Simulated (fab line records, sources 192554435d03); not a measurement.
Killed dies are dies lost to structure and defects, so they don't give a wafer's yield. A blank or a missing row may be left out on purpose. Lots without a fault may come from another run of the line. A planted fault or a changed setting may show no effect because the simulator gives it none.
fab line records | flow n5_finfet
record lots=5 wafers=15 last_day=15
route steps=1938 shown BEOL_M14@1718
lots that met no fault: from a run of the same line without faults
start_h: hours from the record's first day to the start of the lot's first wafer shown | wait_h: hours since the lot's step before | " the same as in the row above | L1.1+2: a row that stands for several wafers | - no value, or no start given | * or withheld: withheld | < > ~ a bound
route shown NAME@n: a module of which the file shows steps, and the number in the route of the first | usual: mean/standard deviation of fault-free wafers | same: alike in all rows | chamber/n: place in a boat | sites: the reading at each site | _std_site: their standard deviation | _edge_site: outer sites' mean less inner sites' | radius_mm: how far each site lies from the wafer's centre | mask NAME#n: copy n | behind: the tool/chamber that last shaped the wafer | hold: why the lot was held/for how many hours/how that ended | device: the transistor (n, p or np) that didn't switch | end of line: the same wafers' tests at the end of the route | a step without rows: its recipe alone | killed: dies lost to structure and defects at the first sort, not the wafer's yield | map: a wafer's dies, x killed, . not, _ none there
set.NAME: the setting as run; set.NAME@STEP: as run at that earlier step | model.NAME: the simulator's own value behind a step, which no gauge read
lots at some steps of the route; a table a step, a row a wafer
services: from which hour (start_h, from the record's first day; less than 0 if before it) a tool's chamber was out of use, for how many hours, and why
## steps
# step N5_BEOL_M14_COAT_58
# recipe resist=BARC temp_c=205 time_s=60 spin_rpm=1500 resist_thk_nm=89
# usual dispense_pressure_kPa=47/3.1
# columns lot.wafer tool chamber start_h wait_h dispense_pressure_kPa
L076.3 litho_track-04 0 249.99 0.0 49
L076.5 " 0 " " 49
L076.6 " 0 " " 49
L083.1 litho_track-04 0 293.77 0.0 49
L083.3 " 0 " " 49
L083.4 " 0 " " 49
L081.2 litho_track-01 0 303.11 0.0 48
L081.4 " 0 " " 48
L081.6 " 0 " " 48
L090.1 litho_track-01 0 334.80 0.0 48
L090.2 " 0 " " 48
L090.4 " 0 " " 48
L089.3 litho_track-01 0 342.24 0.0 48
L089.4 " 0 " " 48
L089.6 " 0 " " 48
# step N5_BEOL_M14_COAT_04
# recipe spin_rpm=1704 resist_thk_nm=800
# usual dispense_pressure_kPa=47/3.1
# columns lot.wafer tool chamber start_h wait_h dispense_pressure_kPa
L076.3 litho_track-04 0 - - 49
L076.5 " 0 " " 49
L076.6 " 0 " " 49
L083.1 litho_track-04 0 - - 49
L083.3 " 0 " " 49
L083.4 " 0 " " 49
L081.2 litho_track-01 0 - - 48
L081.4 " 0 " " 48
L081.6 " 0 " " 48
L090.1 litho_track-01 0 - - 48
L090.2 " 0 " " 48
L090.4 " 0 " " 48
L089.3 litho_track-01 0 - - 48
L089.4 " 0 " " 48
L089.6 " 0 " " 48
# step N5_BEOL_M14_EBR_06
# recipe solvent=PGMEA ebr_width_mm=1.5
# columns lot.wafer tool chamber start_h wait_h
L076.3+5+6 litho_track-04 0 - -
L083.1+3+4 litho_track-04 0 - -
L081.2+4+6 litho_track-01 0 - -
L090.1+2+4 litho_track-01 0 - -
L089.3+4+6 litho_track-01 0 - -
# step N5_BEOL_M14_SOFTBAKE_05
# recipe temp_c=130 time_s=60
# columns lot.wafer tool chamber start_h wait_h
L076.3+5+6 litho_track-04 0 - -
L083.1+3+4 litho_track-04 0 - -
L081.2+4+6 litho_track-01 0 - -
L090.1+2+4 litho_track-01 0 - -
L089.3+4+6 litho_track-01 0 - -
# step N5_BEOL_M14_EXPOSE_07
# recipe mask_id=V13 na=0.8 source_shape=annular sigma_inner=0.5 sigma_outer=0.8 polarization=unpolarized attpsm_phase_deg=180 dose_mj=57
# columns lot.wafer tool chamber start_h wait_h mask
L076.3+5+6 krf_scanner-02 0 250.23 - V13#0
L083.1+3+4 krf_scanner-02 0 293.86 - V13#0
L081.2+4+6 krf_scanner-02 0 303.21 - V13#0
L090.1+2+4 krf_scanner-01 0 334.90 - V13#0
L089.3+4+6 krf_scanner-02 0 342.47 - V13#0
# step N5_BEOL_M14_PEB_08
# recipe peb_temp_c=130 peb_time_s=90
# columns lot.wafer tool chamber start_h wait_h
L076.3+5+6 litho_track-05 0 250.28 0.0
L083.1+3+4 litho_track-05 0 293.92 0.1
L081.2+4+6 litho_track-01 0 303.27 0.0
L090.1+2+4 litho_track-04 0 334.96 0.1
L089.3+4+6 litho_track-01 0 342.52 0.0
# step N5_BEOL_M14_DEVELOP_09
# recipe develop_time_s=45 rinse_liquid=diw dry=air_spin dev_temp_c=21
# columns lot.wafer tool chamber start_h wait_h
L076.3+5+6 litho_track-05 0 - -
L083.1+3+4 litho_track-05 0 - -
L081.2+4+6 litho_track-01 0 - -
L090.1+2+4 litho_track-04 0 - -
L089.3+4+6 litho_track-01 0 - -
# step N5_BEOL_M14_HARDBAKE_14
# recipe temp_c=130 time_s=120
# columns lot.wafer tool chamber start_h wait_h
L076.3+5+6 litho_track-05 0 - -
L083.1+3+4 litho_track-05 0 - -
L081.2+4+6 litho_track-01 0 - -
L090.1+2+4 litho_track-04 0 - -
L089.3+4+6 litho_track-01 0 - -
# step N5_BEOL_M14_CD_MEAS_10
# recipe target_cd_nm=250 landing_energy_ev=500 detector=se_inlens polarity=opening
# usual cd_nm=250.1/1.5
# same landing_energy_ev=500
# columns lot.wafer tool chamber start_h wait_h cd_nm
L076.3 cd_sem-02 0 250.39 - 249.2
L076.5 " 0 " " 250.8
L076.6 " 0 " " 250.6
L083.1 cd_sem-03 0 294.04 - 251.0
L083.3 " 0 " " 250.3
L083.4 " 0 " " 249.2
L081.2 cd_sem-03 0 303.39 - 249.3
L081.4 " 0 " " 249.3
L081.6 " 0 " " 250.2
L090.1 cd_sem-02 0 335.08 - 249.0
L090.2 " 0 " " 249.2
L090.4 " 0 " " 249.1
L089.3 cd_sem-03 0 342.64 - 247.8
L089.4 " 0 " " 250.6
L089.6 " 0 " " 249.5
# step N5_BEOL_M14_OVL_MEAS_11
# recipe points_per_wafer=44
# usual V13_OVL=-2/4.9
# columns lot.wafer tool chamber start_h wait_h V13_OVL[nm]
L076.3 overlay-02 0 250.42 0.0 -7
L076.5 " 0 " " -1
L076.6 " 0 " " -1
L083.1 overlay-02 0 294.10 0.1 -5
L083.3 " 0 " " -5
L083.4 " 0 " " 0
L081.2 overlay-02 0 303.42 0.0 -2
L081.4 " 0 " " -1
L081.6 " 0 " " -10
L090.1 overlay-01 0 335.11 0.0 5
L090.2 " 0 " " 5
L090.4 " 0 " " 3
L089.3 overlay-01 0 342.67 0.0 2
L089.4 " 0 " " -2
L089.6 " 0 " " -1
# step N5_BEOL_M14_INSPECT_12
# recipe mode=adi inspect_instrument=macro
# usual raw_defect_count=2.0/1.4
# columns lot.wafer tool chamber start_h wait_h raw_defect_count
L076.3 defect_inspect-01 - 250.45 0.0 4
L076.5 " - " " 1
L076.6 " - " " 1
L083.1 defect_inspect-01 - 294.13 0.0 2
L083.3 " - " " 2
L083.4 " - " " 2
L081.2 defect_inspect-01 - 303.44 0.0 3
L081.4 " - " " 4
L081.6 " - " " 3
L090.1 defect_inspect-02 - 335.13 0.0 2
L090.2 " - " " 0
L090.4 " - " " 3
L089.3 defect_inspect-02 - 342.69 0.0 3
L089.4 " - " " 1
L089.6 " - " " 2
# step N5_BEOL_M14_DESCUM_15
# recipe chemistry=O2 time_s=7.9 source_power_w=50 bias_power_w=20 pressure_mtorr=20 rf_frequency_hz=2.712e+07 temp_c=40 o2_flow_sccm=225
# usual drypump_motor_current_A=5.8/0.39 oes_product_au=0.80/0.093 rf_vpp_V=242.7/1.4 showerhead_plenum_p_Torr=2.05/0.07 temp_c=40.01/0.12 throttle_valve_pct=20.44/0.26
# columns lot.wafer tool chamber start_h wait_h drypump_motor_current_A oes_product_au rf_hours_counter_h rf_vpp_V showerhead_plenum_p_Torr temp_c throttle_valve_pct
L076.3 rie_diel-06 0 250.48 0.0 5.8 0.89 46 242.5 2.04 40.12 20.35
L076.5 " 3 " " 6.2 0.75 - 240.8 2.00 40.14 20.56
L076.6 " 2 " " 5.9 0.91 - 241.3 2.05 39.92 20.09
L083.1 rie_diel-06 2 294.23 0.1 5.9 0.88 54 241.3 2.05 40.14 20.13
L083.3 " 1 " " 6.0 0.71 207 242.3 2.07 40.01 20.71
L083.4 " 0 " " 5.8 0.87 60 243.2 2.04 39.94 20.39
L081.2 rie_diel-02 2 303.80 0.4 6.1 0.70 229 245.6 2.16 40.06 20.97
L081.4 " 2 " " 6.2 0.71 - 245.4 2.16 40.05 20.98
L081.6 " 3 " " 6.1 0.68 - 241.7 1.97 39.98 20.97
L090.1 rie_diel-05 2 335.23 0.1 6.2 0.83 66 243.7 2.11 40.08 20.47
L090.2 " 3 " " 5.7 0.92 19 243.6 2.04 40.07 20.14
L090.4 " 0 " " 5.6 0.79 115 243.1 2.01 40.01 20.32
L089.3 rie_diel-06 2 342.72 0.0 5.9 0.85 72 241.8 2.04 39.99 20.15
L089.4 " 1 " " 6.0 0.70 224 242.2 2.07 40.15 20.72
L089.6 " 1 " " 6.0 0.71 - 243.2 2.07 40.07 20.73
# step N5_BEOL_M14_ETCH_59
# recipe chemistry=N2/H2 target=BARC target_depth_a=890 overetch_a=267 time_s=67.9 ion_energy_ev=200 pressure_mtorr=30 source_w=840 bias_w=150 n2_flow_sccm=200 h2_flow_sccm=200
# usual drypump_motor_current_A=5.8/0.39 oes_product_au=0.69/0.074 rf_vpp_V=522.6/2.5 showerhead_plenum_p_Torr=2.50/0.083 throttle_valve_pct=17.91/0.27
# columns lot.wafer tool chamber start_h wait_h drypump_motor_current_A oes_product_au rf_hours_counter_h rf_vpp_V showerhead_plenum_p_Torr throttle_valve_pct
L076.3 rie_diel-06 0 250.52 0.0 5.8 0.75 46 522.6 2.48 17.78
L076.5 " 3 " " 6.2 0.63 - 520.8 2.43 17.98
L076.6 " 2 " " 5.9 0.76 - 521.7 2.47 17.38
L083.1 rie_diel-06 2 294.26 0.0 5.9 0.76 54 522.6 2.47 17.38
L083.3 " 1 " " 6.0 0.61 207 522.3 2.53 18.32
L083.4 " 0 " " 5.8 0.74 60 523.5 2.47 17.79
L081.2 rie_diel-02 2 303.84 0.0 6.1 0.62 229 525.0 2.62 18.36
L081.4 " 2 " " 6.2 0.61 - 525.9 2.62 18.38
L081.6 " 3 " " 6.1 0.58 - 520.6 2.41 18.47
L090.1 rie_diel-05 2 335.27 0.0 6.2 0.72 66 524.7 2.57 17.89
L090.2 " 3 " " 5.8 0.78 19 521.9 2.48 17.60
L090.4 " 0 " " 5.6 0.68 115 521.7 2.46 17.80
L089.3 rie_diel-06 2 342.76 0.0 5.9 0.73 72 522.0 2.46 17.41
L089.4 " 1 " " 6.0 0.60 224 523.0 2.52 18.35
L089.6 " 1 " " 6.0 0.60 - 523.5 2.52 18.35
# step N5_BEOL_M14_VIA_ETCH_16
# recipe chemistry=C4F8/O2/Ar target=SiO2 he_inner_torr=15 he_outer_torr=30 target_depth_a=12313 time_s=withheld ion_energy_ev=800 pressure_mtorr=20 source_w=1905 bias_w=2040 Ar_flow_sccm=400 C4F8_flow_sccm=16 O2_flow_sccm=12 ends=cleared
# usual drypump_motor_current_A=5.8/0.39 oes_product_au=0.73/0.083 rf_vpp_V=2218/18 showerhead_plenum_p_Torr=3.38/0.1 throttle_valve_pct=30.92/0.24
# columns lot.wafer tool chamber start_h wait_h drypump_motor_current_A oes_product_au rf_vpp_V showerhead_plenum_p_Torr throttle_valve_pct
L076.3 rie_diel-06 0 250.57 0.0 5.8 0.81 2236 3.35 30.78
L076.5 " 3 " " 6.2 0.67 2220 3.31 31.05
L076.6 " 2 " " 5.9 0.82 2213 3.37 30.49
L083.1 rie_diel-06 2 294.31 0.0 5.9 0.79 2211 3.36 30.53
L083.3 " 1 " " 6.0 0.64 2238 3.40 31.12
L083.4 " 0 " " 5.8 0.78 2236 3.35 30.78
L081.2 rie_diel-02 2 303.89 0.0 6.2 0.64 2257 3.53 31.32
L081.4 " 2 " " 6.2 0.64 2257 3.53 31.32
L081.6 " 3 " " 6.1 0.62 2203 3.27 31.49
L090.1 rie_diel-05 2 335.32 0.0 6.2 0.75 2214 3.48 31.05
L090.2 " 3 " " 5.7 0.83 2191 3.38 30.76
L090.4 " 0 " " 5.6 0.72 2209 3.31 30.73
L089.3 rie_diel-06 2 342.81 0.0 5.9 0.77 2212 3.35 30.54
L089.4 " 1 " " 6.0 0.62 2234 3.39 31.13
L089.6 " 1 " " 6.0 0.63 2235 3.39 31.11
# step N5_BEOL_M14_STRIP_63
# recipe chemistry=O2 power_w=600 temp_c=60 pressure_mtorr=30 rf_frequency_hz=6e+07 bias_power_w=0 overash_fraction=0.3 o2_flow_sccm=225
# usual drypump_motor_current_A=5.8/0.39 oes_product_au=0.80/0.092 rf_vpp_V=3.6/0.83 showerhead_plenum_p_Torr=2.06/0.07 temp_c=59.99/0.13 throttle_valve_pct=16.68/0.27
# columns lot.wafer tool chamber start_h wait_h drypump_motor_current_A oes_product_au rf_hours_counter_h rf_vpp_V showerhead_plenum_p_Torr temp_c throttle_valve_pct
L076.3 rie_diel-06 0 - - 5.7 0.89 46 4.0 2.05 59.75 16.58
L076.5 " 3 " " 6.2 0.73 - 5.3 2.00 60.11 16.79
L076.6 " 2 " " 5.9 0.91 - 4.2 2.06 59.86 16.32
L083.1 rie_diel-06 2 - - 5.9 0.88 54 5.0 2.05 59.97 16.31
L083.3 " 1 " " 6.0 0.72 207 3.7 2.08 60.12 16.95
L083.4 " 0 " " 5.8 0.87 60 3.5 2.04 59.85 16.62
L081.2 rie_diel-02 2 - - 6.1 0.70 229 1.8 2.16 60.14 17.25
L081.4 " 2 " " 6.2 0.72 - 3.4 2.16 60.12 17.21
L081.6 " 3 " " 6.1 0.66 - 2.5 1.97 60.21 17.24
L090.1 rie_diel-05 2 - - 6.2 0.83 66 2.9 2.12 59.95 16.69
L090.2 " 3 " " 5.7 0.92 19 3.9 2.05 59.76 16.37
L090.4 " 0 " " 5.6 0.80 115 3.5 2.01 60.11 16.55
L089.3 rie_diel-06 2 - - 5.9 0.85 72 3.0 2.05 60.07 16.38
L089.4 " 1 " " 6.0 0.69 224 3.7 2.07 59.96 16.96
L089.6 " 1 " " 6.0 0.71 - 3.5 2.07 59.78 16.96
# step N5_BEOL_M14_STRIP_64
# recipe chemistry=O2 power_w=600 temp_c=60 pressure_mtorr=30 rf_frequency_hz=6e+07 bias_power_w=0 overash_fraction=0.3 o2_flow_sccm=225
# usual drypump_motor_current_A=5.8/0.39 oes_product_au=0.80/0.093 rf_vpp_V=3.7/0.46 showerhead_plenum_p_Torr=2.06/0.07 temp_c=60.00/0.12 throttle_valve_pct=16.68/0.27
# columns lot.wafer tool chamber start_h wait_h drypump_motor_current_A oes_product_au rf_hours_counter_h rf_vpp_V showerhead_plenum_p_Torr temp_c throttle_valve_pct
L076.3 rie_diel-06 0 - - 5.8 0.88 46 4.0 2.05 60.09 16.57
L076.5 " 3 " " 6.2 0.73 - 3.1 2.00 60.11 16.81
L076.6 " 2 " " 5.9 0.91 - 3.5 2.06 60.07 16.32
L083.1 rie_diel-06 2 - - 5.9 0.88 54 3.3 2.05 60.16 16.35
L083.3 " 1 " " 5.9 0.71 207 3.1 2.08 60.03 16.93
L083.4 " 0 " " 5.8 0.86 60 3.6 2.04 60.13 16.60
L081.2 rie_diel-02 2 - - 6.1 0.71 229 3.5 2.16 59.91 17.21
L081.4 " 2 " " 6.1 0.71 - 3.2 2.16 59.91 17.24
L081.6 " 3 " " 6.1 0.68 - 3.1 1.97 60.22 17.24
L090.1 rie_diel-05 2 - - 6.2 0.83 66 3.5 2.12 60.15 16.69
L090.2 " 3 " " 5.7 0.92 19 3.6 2.05 60.13 16.36
L090.4 " 0 " " 5.6 0.80 115 3.9 2.01 60.02 16.59
L089.3 rie_diel-06 2 - - 5.9 0.86 72 4.1 2.05 60.08 16.38
L089.4 " 1 " " 6.0 0.70 224 3.8 2.07 59.95 16.99
L089.6 " 1 " " 6.0 0.70 - 3.4 2.07 59.96 16.97
# step N5_BEOL_M14_STRIP_71
# recipe chemistry=post_etch_residue_remover time_s=60 temp_c=25 remover_ph=withheld remover_water_wt_pct=withheld remover_fluoride_wt_pct=withheld
# usual temp_c=24.99/0.12
# columns lot.wafer tool chamber start_h wait_h temp_c
L076.3 wet_bench-01 0 250.86 - 24.97
L076.5 " 3 " " 25.10
L076.6 " 1 " " 24.78
L083.1 wet_bench-01 5 294.60 - 24.86
L083.3 " 0 " " 24.88
L083.4 " 7 " " 25.04
L081.2 wet_bench-05 5 304.18 - 25.05
L081.4 " 7 " " 25.10
L081.6 " 2 " " 25.22
L090.1 wet_bench-01 2 335.61 - 24.93
L090.2 " 4 " " 25.00
L090.4 " 1 " " 25.11
L089.3 wet_bench-05 6 343.10 - 24.95
L089.4 " 3 " " 25.04
L089.6 " 0 " " 25.00
# step N5_BEOL_M14_SRD_72
# recipe time_s=30 temp_c=23 rinse_liquid=diw dry=n2_spin spin_rpm=1500 dry_time_s=30
# usual temp_c=22.98/0.11
# columns lot.wafer tool chamber start_h wait_h temp_c
L076.3 wet_bench-01 0 250.88 0.0 23.12
L076.5 " 3 " " 22.93
L076.6 " 1 " " 22.96
L083.1 wet_bench-01 5 294.62 0.0 22.93
L083.3 " 0 " " 22.98
L083.4 " 7 " " 23.08
L081.2 wet_bench-05 5 304.20 0.0 22.99
L081.4 " 7 " " 23.05
L081.6 " 2 " " 23.04
L090.1 wet_bench-01 2 335.63 0.0 22.87
L090.2 " 4 " " 22.92
L090.4 " 1 " " 23.01
L089.3 wet_bench-05 6 343.12 0.0 23.22
L089.4 " 3 " " 23.06
L089.6 " 0 " " 22.98
# step N5_BEOL_M14_CD_MEAS_17
# recipe target_cd_nm=250 polarity=opening
# usual cd_nm=250.8/1.7
# columns lot.wafer tool chamber start_h wait_h cd_nm
L076.3 cd_sem-03 - 250.92 0.0 249.9
L076.5 " - " " 251.0
L076.6 " - " " 251.4
L083.1 cd_sem-01 - 294.67 0.0 251.9
L083.3 " - " " 250.1
L083.4 " - " " 249.0
L081.2 cd_sem-02 - 304.24 0.0 250.3
L081.4 " - " " 250.4
L081.6 " - " " 252.1
L090.1 cd_sem-01 - 335.67 0.0 249.5
L090.2 " - " " 250.1
L090.4 " - " " 250.0
L089.3 cd_sem-03 - 343.16 0.0 248.7
L089.4 " - " " 251.9
L089.6 " - " " 250.6
# step N5_BEOL_M14_COAT_65
# recipe resist=SOC temp_c=250 time_s=60 spin_rpm=1500 resist_thk_nm=450
# usual dispense_pressure_kPa=46/3.5
# columns lot.wafer tool chamber start_h wait_h dispense_pressure_kPa
L076.3 litho_track-05 0 250.95 0.0 41
L076.5 " 0 " " 41
L076.6 " 0 " " 41
L083.1 litho_track-04 0 294.70 0.0 49
L083.3 " 0 " " 49
L083.4 " 0 " " 49
L081.2 litho_track-01 0 304.28 0.0 48
L081.4 " 0 " " 48
L081.6 " 0 " " 48
L090.1 litho_track-04 0 335.71 0.0 49
L090.2 " 0 " " 49
L090.4 " 0 " " 49
L089.3 litho_track-01 0 343.20 0.0 48
L089.4 " 0 " " 48
L089.6 " 0 " " 48
# step N5_BEOL_M14_COAT_66
# recipe resist=SiARC temp_c=220 time_s=60 spin_rpm=1500 resist_thk_nm=110
# usual dispense_pressure_kPa=46/3.5
# columns lot.wafer tool chamber start_h wait_h dispense_pressure_kPa
L076.3 litho_track-05 0 - - 41
L076.5 " 0 " " 42
L076.6 " 0 " " 41
L083.1 litho_track-04 0 - - 49
L083.3 " 0 " " 49
L083.4 " 0 " " 49
L081.2 litho_track-01 0 - - 48
L081.4 " 0 " " 48
L081.6 " 0 " " 48
L090.1 litho_track-04 0 - - 49
L090.2 " 0 " " 49
L090.4 " 0 " " 49
L089.3 litho_track-01 0 - - 48
L089.4 " 0 " " 48
L089.6 " 0 " " 48
# step N5_BEOL_M14_COAT_22
# recipe spin_rpm=2888 resist_thk_nm=300
# usual dispense_pressure_kPa=46/3.5
# columns lot.wafer tool chamber start_h wait_h dispense_pressure_kPa
L076.3 litho_track-05 0 - - 41
L076.5 " 0 " " 42
L076.6 " 0 " " 42
L083.1 litho_track-04 0 - - 49
L083.3 " 0 " " 49
L083.4 " 0 " " 49
L081.2 litho_track-01 0 - - 48
L081.4 " 0 " " 48
L081.6 " 0 " " 48
L090.1 litho_track-04 0 - - 49
L090.2 " 0 " " 49
L090.4 " 0 " " 49
L089.3 litho_track-01 0 - - 48
L089.4 " 0 " " 48
L089.6 " 0 " " 48
# step N5_BEOL_M14_EBR_24
# recipe solvent=PGMEA ebr_width_mm=1.5
# columns lot.wafer tool chamber start_h wait_h
L076.3+5+6 litho_track-05 0 - -
L083.1+3+4 litho_track-04 0 - -
L081.2+4+6 litho_track-01 0 - -
L090.1+2+4 litho_track-04 0 - -
L089.3+4+6 litho_track-01 0 - -
# step N5_BEOL_M14_SOFTBAKE_23
# recipe temp_c=130 time_s=60
# columns lot.wafer tool chamber start_h wait_h
L076.3+5+6 litho_track-05 0 - -
L083.1+3+4 litho_track-04 0 - -
L081.2+4+6 litho_track-01 0 - -
L090.1+2+4 litho_track-04 0 - -
L089.3+4+6 litho_track-01 0 - -
# step N5_BEOL_M14_EXPOSE_25
# recipe mask_id=M14 na=0.8 source_shape=annular sigma_inner=0.5 sigma_outer=0.8 polarization=unpolarized target_cd_nm=280 dose_mj=26.6
# columns lot.wafer tool chamber start_h wait_h mask
L076.3+5+6 krf_scanner-02 0 251.08 - M14#0
L083.1+3+4 krf_scanner-01 0 294.82 - M14#0
L081.2+4+6 krf_scanner-01 0 304.53 - M14#0
L090.1+2+4 krf_scanner-02 0 335.95 - M14#0
L089.3+4+6 krf_scanner-02 0 343.32 - M14#0
# step N5_BEOL_M14_PEB_26
# recipe peb_temp_c=130 peb_time_s=90
# columns lot.wafer tool chamber start_h wait_h
L076.3+5+6 litho_track-01 0 251.13 0.0
L083.1+3+4 litho_track-01 0 294.88 0.1
L081.2+4+6 litho_track-01 0 304.58 0.0
L090.1+2+4 litho_track-04 0 336.01 0.1
L089.3+4+6 litho_track-04 0 343.37 0.0
# step N5_BEOL_M14_DEVELOP_27
# recipe develop_time_s=45 rinse_liquid=diw dry=air_spin dev_temp_c=21
# columns lot.wafer tool chamber start_h wait_h
L076.3+5+6 litho_track-01 0 - -
L083.1+3+4 litho_track-01 0 - -
L081.2+4+6 litho_track-01 0 - -
L090.1+2+4 litho_track-04 0 - -
L089.3+4+6 litho_track-04 0 - -
# step N5_BEOL_M14_HARDBAKE_32
# recipe temp_c=130 time_s=120
# columns lot.wafer tool chamber start_h wait_h
L076.3+5+6 litho_track-01 0 - -
L083.1+3+4 litho_track-01 0 - -
L081.2+4+6 litho_track-01 0 - -
L090.1+2+4 litho_track-04 0 - -
L089.3+4+6 litho_track-04 0 - -
# step N5_BEOL_M14_CD_MEAS_28
# recipe target_cd_nm=284.4 landing_energy_ev=500 detector=se_inlens
# usual cd_nm=284.7/1.4
# same landing_energy_ev=500
# columns lot.wafer tool chamber start_h wait_h cd_nm
L076.3 cd_sem-03 0 251.25 - 286.9
L076.5 " 0 " " 286.7
L076.6 " 0 " " 285.9
L083.1 cd_sem-02 0 295.00 - 286.2
L083.3 " 0 " " 284.1
L083.4 " 0 " " 283.9
L081.2 cd_sem-01 0 304.70 - 286.1
L081.4 " 0 " " 287.1
L081.6 " 0 " " 285.6
L090.1 cd_sem-02 0 336.12 - 285.8
L090.2 " 0 " " 286.1
L090.4 " 0 " " 284.4
L089.3 cd_sem-01 0 343.49 - 283.8
L089.4 " 0 " " 286.4
L089.6 " 0 " " 282.5
# step N5_BEOL_M14_OVL_MEAS_29
# recipe points_per_wafer=44
# usual M14_OVL=4/5.4
# columns lot.wafer tool chamber start_h wait_h M14_OVL[nm]
L076.3 overlay-01 0 251.28 0.0 3
L076.5 " 0 " " 7
L076.6 " 0 " " 2
L083.1 overlay-02 0 295.03 0.0 -3
L083.3 " 0 " " -6
L083.4 " 0 " " -1
L081.2 overlay-02 0 304.72 0.0 12
L081.4 " 0 " " 9
L081.6 " 0 " " 8
L090.1 overlay-02 0 336.15 0.0 8
L090.2 " 0 " " 15
L090.4 " 0 " " 11
L089.3 overlay-01 0 343.52 0.0 3
L089.4 " 0 " " 2
L089.6 " 0 " " 2
# step N5_BEOL_M14_INSPECT_30
# recipe mode=adi inspect_instrument=macro
# usual raw_defect_count=2.2/1.5
# columns lot.wafer tool chamber start_h wait_h raw_defect_count
L076.3 defect_inspect-01 - 251.30 0.0 2
L076.5 " - " " 3
L076.6 " - " " 0
L083.1 defect_inspect-02 - 295.05 0.0 3
L083.3 " - " " 2
L083.4 " - " " 3
L081.2 defect_inspect-02 - 304.75 0.0 2
L081.4 " - " " 4
L081.6 " - " " 3
L090.1 defect_inspect-02 - 336.18 0.0 2
L090.2 " - " " 7
L090.4 " - " " 1
L089.3 defect_inspect-01 - 343.54 0.0 4
L089.4 " - " " 3
L089.6 " - " " 1
# step N5_BEOL_M14_DESCUM_33
# recipe chemistry=O2 time_s=7.9 source_power_w=50 bias_power_w=20 pressure_mtorr=20 rf_frequency_hz=2.712e+07 temp_c=40 o2_flow_sccm=225
# usual drypump_motor_current_A=5.8/0.38 oes_product_au=0.78/0.094 rf_vpp_V=242.6/1.4 showerhead_plenum_p_Torr=2.05/0.077 temp_c=40.01/0.11 throttle_valve_pct=20.54/0.29
# columns lot.wafer tool chamber start_h wait_h drypump_motor_current_A oes_product_au rf_hours_counter_h rf_vpp_V showerhead_plenum_p_Torr temp_c throttle_valve_pct
L076.3 rie_diel-06 0 251.34 0.0 5.8 0.88 46 243.1 2.04 39.82 20.34
L076.5 " 0 " " 5.8 0.88 - 244.0 2.04 39.83 20.37
L076.6 " 2 " " 5.9 0.89 - 241.6 2.05 39.85 20.11
L083.1 rie_diel-02 3 295.08 0.0 6.1 0.68 239 242.6 1.97 40.12 20.96
L083.3 " 1 " " 5.0 0.68 226 240.9 1.98 39.95 20.43
L083.4 " 2 " " 6.2 0.70 - 245.6 2.16 39.93 20.97
L081.2 rie_diel-02 2 304.78 0.0 6.2 0.70 230 244.9 2.16 40.00 20.99
L081.4 " 2 " " 6.2 0.71 - 244.5 2.16 39.89 20.97
L081.6 " 3 " " 6.1 0.68 - 241.1 1.97 40.02 20.98
L090.1 rie_diel-06 3 336.21 0.0 6.2 0.71 218 241.9 1.99 40.11 20.60
L090.2 " 2 " " 5.9 0.85 69 243.2 2.04 39.91 20.15
L090.4 " 1 " " 6.0 0.70 221 241.7 2.07 40.09 20.73
L089.3 rie_diel-05 2 343.57 0.0 6.2 0.83 70 243.3 2.11 40.07 20.47
L089.4 " 0 " " 5.6 0.79 - 241.6 2.01 40.22 20.33
L089.6 " 2 " " 6.2 0.83 - 243.0 2.11 39.98 20.49
# step N5_BEOL_M14_ETCH_67
# recipe chemistry=CF4 target=SiARC target_depth_a=1430 time_s=238.3 ion_energy_ev=80 pressure_mtorr=40 source_w=545 bias_w=36 Ar_flow_sccm=100 cf4_flow_sccm=100 ends=cleared
# usual drypump_motor_current_A=5.8/0.38 etch_rf_on_time_s=239/3.8 oes_product_au=0.66/0.079 rf_vpp_V=183.6/1.2 showerhead_plenum_p_Torr=2.11/0.071 throttle_valve_pct=15.7/0.31
# columns lot.wafer tool chamber start_h wait_h drypump_motor_current_A etch_rf_on_time_s oes_product_au rf_hours_counter_h rf_vpp_V showerhead_plenum_p_Torr throttle_valve_pct
L076.3 rie_diel-06 0 251.38 0.0 5.8 235 0.76 46 184.2 2.09 15.5
L076.5 " 0 " " 5.8 233 0.76 - 183.8 2.09 15.5
L076.6 " 2 " " 5.9 234 0.78 - 184.2 2.10 15.2
L083.1 rie_diel-02 3 295.12 0.0 6.1 237 0.58 239 182.6 2.04 16.3
L083.3 " 1 " " 5.0 245 0.59 226 183.0 2.04 15.7
L083.4 " 2 " " 6.2 241 0.61 - 184.3 2.20 16.1
L081.2 rie_diel-02 2 304.82 0.0 6.1 240 0.61 230 184.2 2.20 16.1
L081.4 " 2 " " 6.2 242 0.60 - 185.1 2.20 16.1
L081.6 " 3 " " 6.1 238 0.58 - 182.9 2.03 16.2
L090.1 rie_diel-06 3 336.25 0.0 6.2 241 0.61 218 182.8 2.04 15.8
L090.2 " 2 " " 5.9 237 0.73 69 182.2 2.09 15.2
L090.4 " 1 " " 6.0 241 0.60 221 183.5 2.12 15.9
L089.3 rie_diel-05 2 343.61 0.0 6.2 235 0.70 70 184.9 2.17 15.7
L089.4 " 0 " " 5.6 235 0.68 - 183.0 2.06 15.5
L089.6 " 2 " " 6.2 235 0.71 - 184.5 2.17 15.7
## services
# columns tool chamber start_h hours kind
krf_scanner-01 - 238.06 4.0 pm
rie_diel-02 - 243.77 0.4 repair
rie_diel-05 0 246.43 14.1 repair
rie_diel-06 1 249.84 9.5 repair
krf_scanner-02 0 251.67 - calibration
rie_diel-05 3 260.62 - clean
rie_diel-05 3 260.62 - consumable_replace:focus_ring
krf_scanner-02 - 266.78 1.3 pm
rie_diel-06 0 274.73 1.6 repair
rie_diel-06 0 276.83 7.2 repair
krf_scanner-01 - 279.19 1.3 pm
krf_scanner-01 - 280.49 1.0 pm
krf_scanner-01 - 281.49 0.8 pm
rie_diel-02 0 286.55 12.4 repair
krf_scanner-02 - 298.50 0.6 repair
rie_diel-02 - 320.74 3.6 repair
rie_diel-02 3 326.28 - clean
rie_diel-02 3 326.28 - consumable_replace:focus_ring
rie_diel-02 3 326.28 - consumable_replace:showerhead
rie_diel-02 3 326.28 17.4 scheduled_down
rie_diel-02 3 326.28 17.4 vent_cycle
krf_scanner-02 - 326.33 0.8 pm
rie_diel-02 2 328.81 3.2 repair
krf_scanner-02 - 331.30 2.4 repair
## key
fault none
